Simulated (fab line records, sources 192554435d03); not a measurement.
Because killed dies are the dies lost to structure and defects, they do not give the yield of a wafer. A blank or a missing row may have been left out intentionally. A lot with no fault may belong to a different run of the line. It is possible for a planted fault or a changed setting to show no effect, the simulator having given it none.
Which of the tools did it? | flow n5 finfet | 33 wafers sampled from 11 lots at 1 step of a route of 1938

## WHAT EACH GAUGE READ, for each wafer
N5_MOL_CONTACT_COAG_INSPECT_10: inspects for defects (brightfield).
lot  | measured     | on                | raw defect count
L458 | day 5 04:49  | defect inspect-02 | 102 57 58
L459 | day 5 12:26  | defect inspect-01 | 33 53 42
L460 | day 5 14:19  | defect inspect-01 | 31 33 37
L461 | day 5 20:08  | defect inspect-02 | 82 81 56
L469 | day 7 23:56  | defect inspect-02 | 96 59 62
L470 | day 8 02:55  | defect inspect-02 | 41 91 34
L472 | day 8 14:47  | defect inspect-01 | 70 72 74
L473 | day 8 21:32  | defect inspect-02 | 57 71 56
L475 | day 9 10:00  | defect inspect-02 | 38 50 48
L477 | day 9 20:43  | defect inspect-02 | 71 70 89
L479 | day 10 09:27 | defect inspect-02 | 38 85 46

## WHICH TOOL RAN EACH LOT (tool, then ch and the chambers of the sampled wafers, then the start)
No process step before these readings appears in the record.

## AS READ BY THE TOOLS THEMSELVES (means over the sampled wafers that have a number; for cases with no such wafer, the mark the record gives instead)
The record holds no such reading with a usual standard deviation.

## THE ANSWER, worked out from the rows above alone
Rule: the lots themselves supply what counts as usual. The widest of any qualifying gaps counts: lots, ordered by their means at a reading, are off when they make up no more than a third of the lots, leave a main group of 4 or more, and stand apart from it by 3 or more times the standard deviation of that group's means. Not used: any main group whose means are identical at the precision the tables above print for the reading. A lot without any number at a reading at which 4 lots or more have one is off too. All remaining lots with rows at the step are treated as sound. The gauges are gone through in route order, then the tools' own readings, and for those a lot's mean is taken as printed above. At the first step where some lot is off, the reading lying furthest off is the one used; lots without a number count as furthest.
No lot is off at any reading shown: from this, nothing can be told.

## WHAT THE SIMULATOR PUT IN
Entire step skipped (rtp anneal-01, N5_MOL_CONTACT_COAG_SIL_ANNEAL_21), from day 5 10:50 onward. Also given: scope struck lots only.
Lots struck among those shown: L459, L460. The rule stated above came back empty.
